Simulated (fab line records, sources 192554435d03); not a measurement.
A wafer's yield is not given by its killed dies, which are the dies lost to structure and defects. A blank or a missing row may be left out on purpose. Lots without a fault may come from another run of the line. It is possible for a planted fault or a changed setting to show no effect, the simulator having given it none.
Which tool was responsible? + flow n5-finfet + 27 wafers from 9 lots sampled at 2 of the route's 1938 steps

WHAT THE GAUGES SHOWED, per wafer
N5_DUMMY_REMOVAL_INSPECT_06: inspects for defects (brightfield).
| lot  | measured    | on                | raw-defect-count |
|------|-------------|-------------------|------------------|
| L749 | day 5 19:37 | defect-inspect-01 | 6 8 6            |
| L750 | day 5 20:56 | defect-inspect-01 | 10 10 9          |
| L754 | day 7 05:38 | defect-inspect-01 | 4 13 6           |
| L757 | day 7 17:04 | defect-inspect-01 | 13 15 9          |
| L758 | day 7 22:44 | defect-inspect-01 | 25 15 19         |
| L761 | day 8 17:53 | defect-inspect-02 | 14 14 12         |
| L762 | day 9 00:27 | defect-inspect-01 | 8 11 10          |
| L764 | day 9 16:50 | defect-inspect-02 | 7 16 16          |
| L765 | day 9 19:58 | defect-inspect-02 | 4 7 15           |

EACH LOT AND THE TOOL THAT RAN IT (in order: tool; ch and the chambers of the sampled wafers; start)
| lot  | N5_DUMMY_REMOVAL_HM_STRIP_01      |
|------|-----------------------------------|
| L749 | rie-diel-05 ch 2,3, day 5 19:25   |
| L750 | rie-diel-06 ch 2,3, day 5 20:44   |
| L754 | rie-diel-03 ch 0,1, day 7 05:26   |
| L757 | rie-diel-06 ch 0,1,2, day 7 16:52 |
| L758 | rie-diel-06 ch 0,2, day 7 22:33   |
| L761 | rie-diel-06 ch 0,1, day 8 17:41   |
| L762 | rie-diel-06 ch 0,1,2, day 9 00:15 |
| L764 | rie-diel-06 ch 1,2,3, day 9 16:38 |
| L765 | rie-diel-06 ch 1,3, day 9 19:47   |
- N5_DUMMY_REMOVAL_HM_STRIP_01: strips SiNx in CH3F/O2, stops on poly-Si, target depth 4 nm, time 6.8 s.

THE ANSWER, worked out from the rows above alone
Rule: what is usual is taken from the lots themselves. The widest of any qualifying gaps counts: lots, ordered by their means at a reading, are off when they make up no more than a third of the lots, leave a main group of 4 or more, and stand apart from it by 3 or more times the standard deviation of that group's means. A main group whose means are all the same, to the digits that the tables above print for the reading, isn't used. Also off: a lot with no number at a reading for which 4 or more lots have one. The other lots that the step has rows for count as sound.
Nothing can be told from this: no lot is off at any reading shown.

WHAT THE SIMULATOR HAD PUT IN
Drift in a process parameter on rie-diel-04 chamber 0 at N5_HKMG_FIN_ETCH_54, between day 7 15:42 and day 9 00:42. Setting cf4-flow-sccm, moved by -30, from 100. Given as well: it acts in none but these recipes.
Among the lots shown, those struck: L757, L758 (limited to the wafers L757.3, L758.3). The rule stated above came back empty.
